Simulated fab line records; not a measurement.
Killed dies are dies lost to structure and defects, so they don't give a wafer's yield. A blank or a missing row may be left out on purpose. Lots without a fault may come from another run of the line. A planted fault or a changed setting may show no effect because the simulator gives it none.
8D (eight disciplines) problem report, filled in by code ; flow nand harc ; the parts of the form that need people (team, actions taken, sign-off) are left out

## 1. PROBLEM STATEMENT
At NHARC_END_SORT_01, killed at periphery averages 87.0 over 3 wafers from 2 lots, while fault-free wafers read 3.1, standard deviation 2.1. Measured from the usual mean, that is +40 standard deviations.
First seen on wafer L384.2, day 24 10:23, on prober-02. The record holds 6 wafers of 2 lots with a number at this step. The rule behind "out" and "out of limits": a value lying over 4 standard deviations away from the usual mean. Any other wafer with a number is counted as sound.

## 2. WHAT IT IS, AND WHAT IT ISN'T
question;is;is not
which readings at this step;killed at periphery, defect limited yield, killed dies, sort_bin_2_pct, sort_bin_3_pct, sort n pass, sort yield pct;killed at array, killed at other, killed open, killed short, sort rim yield pct
which lots;L384, L385;-
which wafers of those lots;L384.2, L384.4, L385.4;L384.5, L385.1, L385.5
read on which gauges;prober-01, prober-02;-
when;from day 24 10:23;"up to then (1 sound wafer); but 2 sound wafers of L384, L385 came after"

## 3. THE SUSPECTS, EACH WITH WHAT RULES IT OUT
Counting: any tool at a process step up to the reading remains a suspect provided it ran every lot that is out. Sound lots after the first of them don't rule it out here, since some wafers of a struck lot are sound.
- the gauge at NHARC_END_SORT_01: ruled out. 2 gauges (prober-01, prober-02) read the wafers that are out.
- rie diel-01 at NHARC_P_M2_ETCH_28 (etches the open film in CF4/N2, target depth 30 nm, time 72.99 s): kept. It ran every lot that is out, first L384 (day 11 05:43).
- pecvd-03 at NHARC_A_M1_PRE_CLEAN_32 (time 12 s): kept. It ran every lot that is out, first L384 (day 22 11:52).
- At NHARC_P_M2_ETCH_28, inside rie diel-01: chamber 3 took the wafers that are out, while their sound lot-mates went through chambers 0, 2.
The count leaves pecvd-03 at NHARC_A_M1_PRE_CLEAN_32 and rie diel-01 at NHARC_P_M2_ETCH_28.

## 4. THE CAUSE (what the simulator had put in)
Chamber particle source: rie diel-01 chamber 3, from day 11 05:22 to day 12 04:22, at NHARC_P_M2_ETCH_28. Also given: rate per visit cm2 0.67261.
This tool is one of the 2 suspects left after counting.

## 5. THE EFFECT CHAIN, in route order
Each row: a reading whose mean over the struck wafers that have a number lies more than 3 standard deviations from the usual. Scope: only readings with a usual standard deviation given in the record; hours: median across lots of the time from each lot's start at the first step in this table that gives one to its start at this step; sigmas: change in usual standard deviations.
hours;step;reading;usual;on struck wafers;change;sigmas
0;NHARC_END_SORT_01;defect limited yield;95.5 %;83.7;-11.8;-9.1
0;NHARC_END_SORT_01;killed at periphery;3.1;87.0;+83.9;+40
0;NHARC_END_SORT_01;killed dies;31;111;+80;+9.1
0;NHARC_END_SORT_01;sort_bin_2_pct;1.3 %;6.0;+4.7;+8.4
0;NHARC_END_SORT_01;sort_bin_3_pct;0.25 %;3.50;+3.25;+15
0;NHARC_END_SORT_01;sort_bin_4_pct;2.9 %;6.8;+3.9;+4.4
0;NHARC_END_SORT_01;sort n pass;646;566;-80;-9.1
0;NHARC_END_SORT_01;sort yield pct;95.5 %;83.7;-11.8;-9.1

## 6. HOW IT WOULD HAVE BEEN CAUGHT EARLIER
Counted from the fault's start at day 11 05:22, it took 317 hours until the first out-of-limits reading at a measuring or inspecting step in this record, taken at day 24 10:23.
Tool readings at NHARC_P_M2_ETCH_28 with a usual standard deviation given in the record: none out on any struck wafer, hence no alarm at a limit of 4 standard deviations on them.
The start of NHARC_P_M2_ETCH_28 on rie diel-01 came by day 24 10:23 for every one of the lots that are out (2). Holding the tool at that point would not have protected any of them.
